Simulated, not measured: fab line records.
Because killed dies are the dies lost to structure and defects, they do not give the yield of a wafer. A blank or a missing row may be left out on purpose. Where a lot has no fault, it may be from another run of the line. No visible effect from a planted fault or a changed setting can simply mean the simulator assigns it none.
fab line records + flow n5_finfet + part 2 of 2: steps 6 to 6 of 6
record:
- lots: 8
- wafers: 24
- last_day: 19
route steps=1938 shown HKMG_FIN@439 BEOL_M4@1111 PASSIVATION@1936
lots with no fault: from the same line, run without faults
start_h: hours from the record's opening day to when the first of the lot's shown wafers began + wait_h: hours from the lot's prior step to this one + " same as the row above + L1.1+2: a row that stands for several wafers + - no value, or no start given + * or withheld: withheld + < > ~ a bound
route shown NAME@n: NAME is a module with steps in the file, n the number in the route of the first one + usual: mean/standard deviation of fault-free wafers + same: alike in all rows + chamber/n: place in a boat + sites: readings site by site + _std_site: their standard deviation + _edge_site: mean of outer sites minus mean of inner sites + radius_mm: for every site, how far away it sits from the centre of the wafer + mask NAME#n: copy n + behind: the last tool/chamber to shape the wafer + hold: why the lot was held/for how many hours/how that ended + device: names the non-switching transistor (n, p or np) + end of line: at the end of the route, the tests of the same wafers + a step without rows: its recipe alone + killed: count of dies lost to structure and defects at first sort (not the wafer's yield) + map: the dies of a wafer, with x for killed, . for not killed, _ for no die there
set.NAME: the setting as run; set.NAME@STEP: as run at that earlier step + model.NAME: the simulator's own value behind a step, which no gauge read
steps of the route over a sample of lots; a table a step, a row a wafer
services: the hour from which a tool's chamber was out of use, counted from the record's first day as start_h (under 0 if before that day), plus the number of hours and why
== steps ==
step: N5_PASSIVATION_PROBE_49
usual:
- defect_limited_yield: 90.9/1.3
- killed_at_M0_to_M3: 35/10
- killed_at_M4_up: 15/5.7
- killed_at_contacts: 14/6.4
- killed_at_front_end: 40/11
- killed_at_other: 4/3.1
- killed_dies: 108/16
- killed_open: 71/11
- killed_short: 34/7.7
- sort_bin_4_leakage: 0/0
- sort_bin_5_function: 5.4/0.9
- sort_bin_6_memory: 3.4/0.61
- sort_bin_8_speed: 0/0
- sort_n_pass: 1072/16
- sort_yield_pct: 90.9/1.3
same:
- gross_dies: 1180
- killed_at_back_side: 0
| lot.wafer | tool      | chamber | start_h | wait_h | defect_limited_yield[%] | killed_at_M0_to_M3 | killed_at_M4_up | killed_at_contacts | killed_at_front_end | killed_at_other | killed_dies | killed_open | killed_short | sort_bin_4_leakage[%] | sort_bin_5_function[%] | sort_bin_6_memory[%] | sort_bin_8_speed[%] | sort_n_pass | sort_yield_pct[%] |
|-----------|-----------|---------|---------|--------|-------------------------|--------------------|-----------------|--------------------|---------------------|-----------------|-------------|-------------|--------------|-----------------------|------------------------|----------------------|---------------------|-------------|-------------------|
| L298.2    | prober-01 | -       | 264.80  | 0.1    | 92.1                    | 34                 | 8               | 22                 | 26                  | 3               | 93          | 66          | 27           | 0                     | 5.1                    | 2.7                  | 0                   | 1087        | 92.1              |
| L298.3    | prober-01 | -       | 264.85  | 0.1    | 94.7                    | 14                 | 13              | 15                 | 19                  | 1               | 62          | 43          | 19           | 0                     | 3.1                    | 2.0                  | 0                   | 1118        | 94.7              |
| L298.5    | prober-01 | -       | 264.95  | 0.2    | 90.3                    | 25                 | 14              | 28                 | 44                  | 4               | 115         | 66          | 48           | 0                     | 5.8                    | 3.6                  | 0                   | 1065        | 90.3              |
| L301.2    | prober-02 | -       | 298.70  | 0.1    | 91.7                    | 33                 | 13              | 16                 | 31                  | 5               | 98          | 58          | 37           | 0                     | 4.8                    | 3.1                  | 0                   | 1082        | 91.7              |
| L301.4    | prober-02 | -       | 298.80  | 0.2    | 91.4                    | 28                 | 24              | 10                 | 29                  | 10              | 101         | 62          | 36           | 0                     | 5.1                    | 3.3                  | 0                   | 1079        | 91.4              |
| L301.5    | prober-02 | -       | 298.85  | 0.2    | 92.1                    | 29                 | 14              | 9                  | 34                  | 7               | 93          | 59          | 29           | 0                     | 4.3                    | 3.2                  | 0                   | 1087        | 92.1              |
| L306.1    | prober-01 | -       | 332.64  | 0.0    | 92.2                    | 27                 | 14              | 4                  | 45                  | 2               | 92          | 67          | 21           | 0                     | 4.6                    | 2.9                  | 0                   | 1088        | 92.2              |
| L306.3    | prober-01 | -       | 332.74  | 0.1    | 90.3                    | 22                 | 12              | 10                 | 69                  | 2               | 115         | 70          | 44           | 0                     | 5.3                    | 4.1                  | 0                   | 1065        | 90.3              |
| L306.4    | prober-01 | -       | 332.79  | 0.2    | 91.7                    | 31                 | 12              | 10                 | 37                  | 8               | 98          | 58          | 38           | 0                     | 4.8                    | 3.3                  | 0                   | 1082        | 91.7              |
| L311.3    | prober-01 | -       | 364.26  | 0.1    | 90.2                    | 35                 | 10              | 13                 | 51                  | 7               | 116         | 78          | 37           | 85.85                 | 5.6                    | 4.0                  | 4.32                | 0           | 0                 |
| L311.5    | prober-01 | -       | 364.36  | 0.2    | 88.2                    | 62                 | 16              | 11                 | 45                  | 5               | 139         | 88          | 44           | 87.46                 | 6.4                    | 4.2                  | 0.76                | 0           | 0                 |
| L311.6    | prober-01 | -       | 364.41  | 0.3    | 91.7                    | 34                 | 9               | 8                  | 41                  | 6               | 98          | 60          | 38           | 84.66                 | 5.2                    | 2.9                  | 7.03                | 0           | 0                 |
| L310.1    | prober-01 | -       | 364.77  | 0.0    | 92.8                    | 14                 | 15              | 15                 | 41                  | 0               | 85          | 58          | 23           | 92.20                 | 3.6                    | 2.9                  | 0.59                | 0           | 0                 |
| L310.2    | prober-01 | -       | 364.82  | 0.1    | 91.0                    | 30                 | 27              | 13                 | 30                  | 6               | 106         | 74          | 32           | 90.76                 | 5.0                    | 3.6                  | 0.25                | 0           | 0                 |
| L310.6    | prober-01 | -       | 365.02  | 0.3    | 89.7                    | 34                 | 31              | 14                 | 36                  | 7               | 122         | 85          | 37           | 89.66                 | 5.9                    | 4.0                  | 0                   | 0           | 0                 |
| L312.1    | prober-02 | -       | 373.08  | 0.0    | 91.5                    | 40                 | 10              | 19                 | 28                  | 3               | 100         | 70          | 30           | 0                     | 5.5                    | 2.8                  | 0                   | 1080        | 91.5              |
| L312.3    | prober-02 | -       | 373.18  | 0.1    | 92.9                    | 22                 | 8               | 10                 | 38                  | 6               | 84          | 56          | 21           | 0                     | 3.3                    | 3.1                  | 0                   | 1096        | 92.9              |
| L312.5    | prober-02 | -       | 373.28  | 0.2    | 91.6                    | 28                 | 27              | 10                 | 31                  | 3               | 99          | 72          | 27           | 0                     | 4.5                    | 3.6                  | 0                   | 1081        | 91.6              |
| L316.1    | prober-02 | -       | 390.04  | 0.0    | 90.1                    | 53                 | 16              | 12                 | 32                  | 4               | 117         | 71          | 41           | 0                     | 5.2                    | 4.0                  | 0                   | 1063        | 90.1              |
| L316.2    | prober-02 | -       | 390.09  | 0.1    | 90.8                    | 43                 | 20              | 13                 | 31                  | 1               | 108         | 80          | 27           | 0                     | 5.1                    | 3.6                  | 0                   | 1072        | 90.8              |
| L316.6    | prober-02 | -       | 390.29  | 0.3    | 87.9                    | 46                 | 22              | 30                 | 43                  | 2               | 143         | 96          | 45           | 0                     | 8.0                    | 3.8                  | 0                   | 1037        | 87.9              |
| L321.2    | prober-01 | -       | 447.36  | 0.1    | 90.4                    | 39                 | 24              | 16                 | 33                  | 1               | 113         | 82          | 29           | 0                     | 5.9                    | 3.3                  | 0                   | 1067        | 90.4              |
| L321.5    | prober-01 | -       | 447.51  | 0.2    | 93.0                    | 23                 | 8               | 15                 | 36                  | 1               | 83          | 57          | 26           | 0                     | 3.9                    | 2.6                  | 0                   | 1097        | 93.0              |
| L321.6    | prober-01 | -       | 447.56  | 0.3    | 90.3                    | 46                 | 12              | 16                 | 40                  | 0               | 114         | 72          | 41           | 0                     | 5.0                    | 4.3                  | 0                   | 1066        | 90.3              |
killed by level:class
L298.2 MOL_CONTACT_COAG:geometric_particle:open=17 BEOL_M1:geometric_particle:open=11 BEOL_M0_SAQP:geometric_particle:short=9 BEOL_M0_SAQP:geometric_particle:open=7 STI_FIN_REVEAL:geometric_particle:open=5 MOL_CONTACT_COAG:geometric_particle:short=5 BEOL_M2:geometric_particle:open=5 FIN_SAQP:geometric_particle:open=4
L298.3 MOL_CONTACT_COAG:geometric_particle:open=12 BEOL_M5:geometric_particle:open=5 STI_FIN_REVEAL:geometric_particle:open=4 GATE_CUT:geometric_particle:short=4 BEOL_M1:geometric_particle:open=4 STARTING-WAFER:geometric_particle:open=3 MOL_CONTACT_COAG:geometric_particle:short=3 BEOL_M0_SAQP:geometric_particle:open=3
L298.5 MOL_CONTACT_COAG:geometric_particle:open=19 BEOL_M0_SAQP:geometric_particle:short=12 MOL_CONTACT_COAG:geometric_particle:short=9 FIN_SAQP:geometric_particle:open=8 STI_FIN_REVEAL:geometric_particle:open=7 GATE_CUT:geometric_particle:short=7 FIN_SAQP:geometric_particle:short=5 GATE_CUT:geometric_particle:open=5
L301.2 MOL_CONTACT_COAG:geometric_particle:open=10 FIN_SAQP:geometric_particle:open=8 BEOL_M0_SAQP:geometric_particle:short=8 BEOL_M3:geometric_particle:open=7 FIN_SAQP:geometric_particle:short=6 BEOL_M0_SAQP:geometric_particle:open=5 BEOL_M2:geometric_particle:open=5 BEOL_M5:geometric_particle:open=5
L301.4 BEOL_M4:geometric_particle:open=9 MOL_CONTACT_COAG:geometric_particle:open=8 BEOL_M3:geometric_particle:open=8 FIN_SAQP:geometric_particle:open=5 BEOL_M2:geometric_particle:open=5 FIN_SAQP:geometric_particle:short=4 ILD0:geometric_particle:short=4 GATE_CUT:geometric_particle:short=4
L301.5 FIN_SAQP:geometric_particle:open=9 BEOL_M0_SAQP:geometric_particle:open=9 BEOL_M3:geometric_particle:open=9 BEOL_M2:geometric_particle:open=8 MOL_CONTACT_COAG:geometric_particle:open=7 FIN_SAQP:geometric_particle:short=5 BEOL_M4:geometric_particle:open=5 STARTING-WAFER:geometric_particle:short=5
L306.1 FIN_SAQP:geometric_particle:open=14 BEOL_M1:geometric_particle:open=9 STI_FIN_REVEAL:geometric_particle:open=6 BEOL_M3:geometric_particle:open=6 BEOL_M4:geometric_particle:open=6 FIN_SAQP:geometric_particle:short=5 GATE_CUT:geometric_particle:short=5 BEOL_M5:geometric_particle:open=4
L306.3 FIN_SAQP:geometric_particle:open=22 FIN_SAQP:geometric_particle:short=15 STI_FIN_REVEAL:geometric_particle:open=6 MOL_CONTACT_COAG:geometric_particle:short=6 BEOL_M0_SAQP:geometric_particle:open=6 SPACER0:geometric_particle:short=5 BEOL_M3:geometric_particle:open=5 BEOL_M4:geometric_particle:open=5
L306.4 MOL_CONTACT_COAG:geometric_particle:open=10 BEOL_M0_SAQP:geometric_particle:short=9 BEOL_M0_SAQP:geometric_particle:open=8 FIN_SAQP:geometric_particle:short=7 BEOL_M2:geometric_particle:open=7 BEOL_M5:geometric_particle:open=7 FIN_SAQP:geometric_particle:open=5 STARTING-WAFER:geometric_particle:short=5
L311.3 FIN_SAQP:geometric_particle:open=17 MOL_CONTACT_COAG:geometric_particle:open=12 FIN_SAQP:geometric_particle:short=11 BEOL_M0_SAQP:geometric_particle:open=9 BEOL_M2:geometric_particle:open=9 BEOL_M0_SAQP:geometric_particle:short=6 STARTING-WAFER:geometric_particle:open=5 DUMMY_GATE:geometric_particle:open=5
L311.5 FIN_SAQP:geometric_particle:open=14 BEOL_M0_SAQP:geometric_particle:short=14 BEOL_M0_SAQP:geometric_particle:open=13 BEOL_M3:geometric_particle:open=12 BEOL_M4:geometric_particle:open=11 BEOL_M2:geometric_particle:open=10 MOL_CONTACT_COAG:geometric_particle:open=8 HKMG_FIN:area_etch=7
L311.6 BEOL_M3:geometric_particle:open=13 FIN_SAQP:geometric_particle:short=9 BEOL_M0_SAQP:geometric_particle:short=8 FIN_SAQP:geometric_particle:open=6 STI_FIN_REVEAL:geometric_particle:open=6 MOL_CONTACT_COAG:geometric_particle:open=6 DUMMY_GATE:geometric_particle:open=4 SPACER0:geometric_particle:short=3
L310.1 MOL_CONTACT_COAG:geometric_particle:open=10 FIN_SAQP:geometric_particle:open=8 STI_FIN_REVEAL:geometric_particle:open=7 STARTING-WAFER:geometric_particle:short=6 BEOL_M2:geometric_particle:open=5 MOL_CONTACT_COAG:geometric_particle:short=5 BEOL_M4:geometric_particle:open=5 BEOL_M0_SAQP:geometric_particle:open=4
L310.2 BEOL_M4:geometric_particle:open=18 MOL_CONTACT_COAG:geometric_particle:open=9 BEOL_M3:geometric_particle:open=9 BEOL_M2:geometric_particle:open=8 FIN_SAQP:geometric_particle:open=7 FIN_SAQP:geometric_particle:short=6 ILD0:geometric_particle:short=4 MOL_CONTACT_COAG:geometric_particle:short=4
L310.6 BEOL_M4:geometric_particle:open=20 FIN_SAQP:geometric_particle:open=15 MOL_CONTACT_COAG:geometric_particle:open=10 BEOL_M0_SAQP:geometric_particle:short=8 BEOL_M0_SAQP:geometric_particle:open=7 BEOL_M2:geometric_particle:open=7 BEOL_M3:geometric_particle:open=6 BEOL_M4:geometric_particle:short=5
L312.1 MOL_CONTACT_COAG:geometric_particle:open=12 BEOL_M1:geometric_particle:open=11 BEOL_M0_SAQP:geometric_particle:open=8 MOL_CONTACT_COAG:geometric_particle:short=7 FIN_SAQP:geometric_particle:open=6 STI_FIN_REVEAL:geometric_particle:open=5 BEOL_M0_SAQP:geometric_particle:short=5 BEOL_M3:geometric_particle:open=5
L312.3 MOL_CONTACT_COAG:geometric_particle:open=9 FIN_SAQP:geometric_particle:open=8 FIN_SAQP:geometric_particle:short=7 STI_FIN_REVEAL:geometric_particle:open=7 BEOL_M1:geometric_particle:open=7 HKMG_FIN:area_etch=6 BEOL_M2:geometric_particle:open=4 BEOL_M0_SAQP:geometric_particle:open=3
L312.5 BEOL_M4:geometric_particle:open=15 BEOL_M3:geometric_particle:open=11 MOL_CONTACT_COAG:geometric_particle:open=9 FIN_SAQP:geometric_particle:short=8 DUMMY_GATE:geometric_particle:open=8 BEOL_M1:geometric_particle:open=7 FIN_SAQP:geometric_particle:open=5 BEOL_M4:geometric_particle:short=4
L316.1 BEOL_M0_SAQP:geometric_particle:short=12 MOL_CONTACT_COAG:geometric_particle:open=10 BEOL_M3:geometric_particle:open=9 BEOL_M0_SAQP:geometric_particle:open=9 BEOL_M1:geometric_particle:open=9 BEOL_M2:geometric_particle:open=7 BEOL_M4:geometric_particle:open=7 GATE_CUT:geometric_particle:short=5
L316.2 BEOL_M4:geometric_particle:open=14 BEOL_M1:geometric_particle:open=11 MOL_CONTACT_COAG:geometric_particle:open=10 BEOL_M2:geometric_particle:open=7 BEOL_M3:geometric_particle:open=7 FIN_SAQP:geometric_particle:open=6 BEOL_M0_SAQP:geometric_particle:short=6 BEOL_M1:geometric_particle:short=6
L316.6 MOL_CONTACT_COAG:geometric_particle:open=19 BEOL_M0_SAQP:geometric_particle:open=14 BEOL_M1:geometric_particle:open=13 FIN_SAQP:geometric_particle:open=12 MOL_CONTACT_COAG:geometric_particle:short=11 STI_FIN_REVEAL:geometric_particle:open=7 BEOL_M0_SAQP:geometric_particle:short=7 FIN_SAQP:geometric_particle:short=6
L321.2 BEOL_M0_SAQP:geometric_particle:open=14 MOL_CONTACT_COAG:geometric_particle:open=13 BEOL_M4:geometric_particle:open=13 DUMMY_GATE:geometric_particle:open=9 BEOL_M3:geometric_particle:open=6 BEOL_M0:geometric_particle:open=6 FIN_SAQP:geometric_particle:open=5 BEOL_M0_SAQP:geometric_particle:short=4
L321.5 FIN_SAQP:geometric_particle:open=12 MOL_CONTACT_COAG:geometric_particle:open=11 BEOL_M0_SAQP:geometric_particle:open=8 BEOL_M3:geometric_particle:open=8 FIN_SAQP:geometric_particle:short=5 MOL_CONTACT_COAG:geometric_particle:short=4 BEOL_M4:geometric_particle:open=4 STARTING-WAFER:geometric_particle:open=4
L321.6 BEOL_M0_SAQP:geometric_particle:short=18 FIN_SAQP:geometric_particle:open=16 BEOL_M0_SAQP:geometric_particle:open=13 MOL_CONTACT_COAG:geometric_particle:open=12 FIN_SAQP:geometric_particle:short=7 BEOL_M0:geometric_particle:open=7 DUMMY_GATE:geometric_particle:open=4 BEOL_M3:geometric_particle:open=4
== services ==
| tool         | chamber | start_h | hours | kind                          |
|--------------|---------|---------|-------|-------------------------------|
| rie_diel-02  | 2       | 53.04   | -     | clean                         |
| rie_diel-02  | 2       | 53.04   | -     | consumable_replace:focus_ring |
| rie_diel-02  | 2       | 53.04   | 25.3  | scheduled_down                |
| rie_diel-02  | 2       | 53.04   | 25.3  | vent_cycle                    |
| ald_metal-04 | 3       | 57.79   | 21.1  | repair                        |
| rie_diel-02  | 1       | 106.75  | -     | clean                         |
| rie_diel-02  | 1       | 106.75  | -     | consumable_replace:focus_ring |
| rie_diel-02  | 1       | 106.75  | 23.7  | scheduled_down                |
| rie_diel-02  | 1       | 106.75  | 23.7  | vent_cycle                    |
| rie_diel-06  | 2       | 112.37  | 4.9   | repair                        |
| ald_metal-02 | -       | 113.13  | 2.8   | pm                            |
| ald_metal-04 | 3       | 119.15  | 3.5   | repair                        |
| rie_diel-01  | 0       | 119.86  | 2.2   | repair                        |
| ald_metal-01 | 3       | 130.16  | 13.0  | repair                        |
| ald_metal-02 | -       | 144.38  | 0.7   | repair                        |
| ald_metal-02 | 2       | 156.52  | 9.5   | repair                        |
| rie_diel-06  | 1       | 164.44  | 9.9   | repair                        |
| ald_metal-01 | -       | 168.85  | 0.6   | repair                        |
| rie_diel-01  | 3       | 177.60  | 5.2   | repair                        |
| ald_metal-01 | 2       | 178.30  | 7.8   | repair                        |
| ald_metal-04 | 2       | 180.31  | 24.7  | repair                        |
| rie_diel-06  | 1       | 183.55  | 8.8   | repair                        |
| rie_diel-02  | 0       | 212.15  | 22.1  | repair                        |
| rie_diel-06  | 3       | 215.95  | 2.9   | repair                        |
== key ==
first_sign:
- step: N5_HKMG_FIN_NWFM_ALD_20
- reading: ald_cycles
- direction: down
- sigmas: 99+
- usual: *
- struck: *
effect:
- step: N5_BEOL_M4_RC_MEAS_101
- reading: VT_N_LONG
- direction: up
- sigmas: 89
- usual: 275.2
- struck: 441.3
effect:
- step: N5_BEOL_M4_RC_MEAS_101
- reading: VT_N
- direction: up
- sigmas: 62
- usual: 250.0
- struck: 417.9
effect:
- step: N5_BEOL_M4_RC_MEAS_101
- reading: VT_N_LVT
- direction: up
- sigmas: 58
- usual: 98.5
- struck: 264.8
effect:
- step: N5_BEOL_M4_RC_MEAS_101
- reading: IOFF_P_LONG
- direction: up
- sigmas: 52
- usual: 0.000102
- struck: 0.000494
effect:
- step: N5_BEOL_M4_RC_MEAS_101
- reading: IOFF_P_LIN
- direction: up
- sigmas: 43
- usual: 0.096
- struck: 0.499
effect:
- step: N5_BEOL_M4_RC_MEAS_101
- reading: ION_N
- direction: down
- sigmas: 40
- usual: 675
- struck: 317
effect:
- step: N5_BEOL_M4_RC_MEAS_101
- reading: IOFF_P
- direction: up
- sigmas: 34
- usual: 0.201
- struck: 1.034
effect:
- step: N5_BEOL_M4_RC_MEAS_101
- reading: IOFF_P_85C
- direction: up
- sigmas: 28
- usual: 3.5
- struck: 13.8
effect:
- step: N5_BEOL_M4_RC_MEAS_101
- reading: VT_P_LVT
- direction: up
- sigmas: 25
- usual: -99.6
- struck: -51.4
effect:
- step: N5_BEOL_M4_RC_MEAS_101
- reading: VT_P
- direction: up
- sigmas: 18
- usual: -251.3
- struck: -204.0
effect:
- step: N5_BEOL_M4_RC_MEAS_101
- reading: VT_P_LONG
- direction: up
- sigmas: 18
- usual: -276.1
- struck: -224.8
effect:
- step: N5_BEOL_M4_RC_MEAS_101
- reading: ION_P
- direction: up
- sigmas: 12
- usual: 462
- struck: 533
effect:
- step: N5_PASSIVATION_PROBE_49
- reading: sort_bin_4_leakage
- direction: up
- sigmas: 99+
- usual: 0
- struck: 88.43
met_at N5_HKMG_FIN_NWFM_ALD_20
struck_lots L310,L311
not_acting_at N5_HKMG_FIN_STRIP_92,N5_HKMG_FIN_STRIP_89,N5_HKMG_FIN_ETCH_67
onset_between 126.36 149.69
fault:
- kind: process_parameter_drift
- tool: ald_metal-02
- chamber: -
- onset_h: 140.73
- steps: N5_HKMG_FIN_NWFM_ALD_20
- channel: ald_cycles
- offset: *
- shape: step
- end_h: 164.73
- acts_in: *
- stated: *
